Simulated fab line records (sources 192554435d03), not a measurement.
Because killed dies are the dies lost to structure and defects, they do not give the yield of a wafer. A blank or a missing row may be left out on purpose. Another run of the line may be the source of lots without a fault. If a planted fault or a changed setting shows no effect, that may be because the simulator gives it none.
Split-lot experiment | flow n5 finfet | 21 wafers read across 7 lots, on a route 1938 steps long

SPLIT DETAILS
At N5_ZERO_LAYER_EXPOSE_08 (exposes mask ZERO, defocus 0 nm, target cd 2000 nm), the setting dose mj was moved away from the recipe's 16.2 on 6 of the 21 wafers read, by -5.8% to +5.6%. For the rest of the wafers, this setting stayed at what the recipe calls for.

FROM THE SPLIT TO THE READING: what the file shows between them, 2 steps
- N5_ZERO_LAYER_DEVELOP_10: develop time 60 s (also split here: develop time s)
- N5_ZERO_LAYER_HARDBAKE_23: time 120 s

THE READING
cd nm, in nm, at N5_ZERO_LAYER_CD_MEAS_11 (target cd 2000 nm). Typical for fault-free wafers on this fab line: 1999.9 nm, with standard deviation 2.4 nm.

wafer  | tool, chamber at the split | dose mj as run | against the recipe | cd nm, nm | against lot-mates on the recipe
L077.2 | krf scanner-01, 0          | 16.2           | recipe             | 1995.1    | -
L077.4 | krf scanner-01, 0          | 16.2           | recipe             | 1997.7    | -
L077.5 | krf scanner-01, 0          | 16.93          | +4.5%              | 2001.6    | +5.2
L082.1 | krf scanner-01, 0          | 16.2           | recipe             | 2003.6    | -
L082.2 | krf scanner-01, 0          | 15.26          | -5.8%              | 1992.0    | -11.2
L082.4 | krf scanner-01, 0          | 16.2           | recipe             | 2002.7    | -
L083.2 | krf scanner-01, 0          | 15.53          | -4.1%              | 1991.6    | -9.1
L083.4 | krf scanner-01, 0          | 16.2           | recipe             | 2002.2    | -
L083.5 | krf scanner-01, 0          | 16.2           | recipe             | 1999.2    | -
L086.1 | krf scanner-02, 0          | 16.2           | recipe             | 1997.4    | -
L086.3 | krf scanner-02, 0          | 16.2           | recipe             | 2000.3    | -
L086.5 | krf scanner-02, 0          | 17.1           | +5.6%              | 2009.7    | +10.9
L087.1 | krf scanner-01, 0          | 16.2           | recipe             | 1993.7    | -
L087.2 | krf scanner-01, 0          | 16.2           | recipe             | 1998.0    | -
L087.4 | krf scanner-01, 0          | 17             | +4.9%              | 2004.4    | +8.6
L090.2 | krf scanner-02, 0          | 16.2           | recipe             | 2004.9    | -
L090.3 | krf scanner-02, 0          | 16.2           | recipe             | 1995.7    | -
L090.5 | krf scanner-02, 0          | 15.7           | -3.1%              | 1993.1    | -7.2
L092.1 | krf scanner-01, 0          | 16.2           | recipe             | 2000.0    | -
L092.2 | krf scanner-01, 0          | 16.2           | recipe             | 2002.7    | -
L092.4 | krf scanner-01, 0          | 16.2           | recipe             | 1998.6    | -

FIT RESULTS
A straight line over all 21 wafers: cd nm changes by +1.38 nm for each +1% of dose mj; r = +0.76; the points scatter about the line by 3.1 nm.
The same after taking each lot's own level away (the mean of its wafers on the recipe; 21 wafers): +1.85 nm for each +1%; r = +0.92; scatter 2.1 nm.
According to that fit, moving dose mj by its largest amount changes the reading by 11 nm.
The lots' own levels span 1995.85 to 2003.15 nm, that is 3.0 times the standard deviation above.
So the lot-to-lot level blurs the effect unless lot-mates are compared.
Check: for one of the wafers moved furthest among these (-5.8%), held out of the fit, the line's prediction against its lot-mates is -11 nm. It came out at -11.2 nm against them.

THESE WAFERS: OTHER SPLITS
Other splits were also applied to these wafers ahead of the reading. Each is held against what the fit with the lots' levels taken away leaves over:
other split on the same wafers          | wafers away from the commonest value | r with cd nm (lot level and that fit taken away)
N5_ZERO_LAYER_DEVELOP_10 develop time s | 9                                    | +0.41

FILE'S OWN FIT
cd nm changes by +1.85 nm for each +1% of dose mj, r = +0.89.
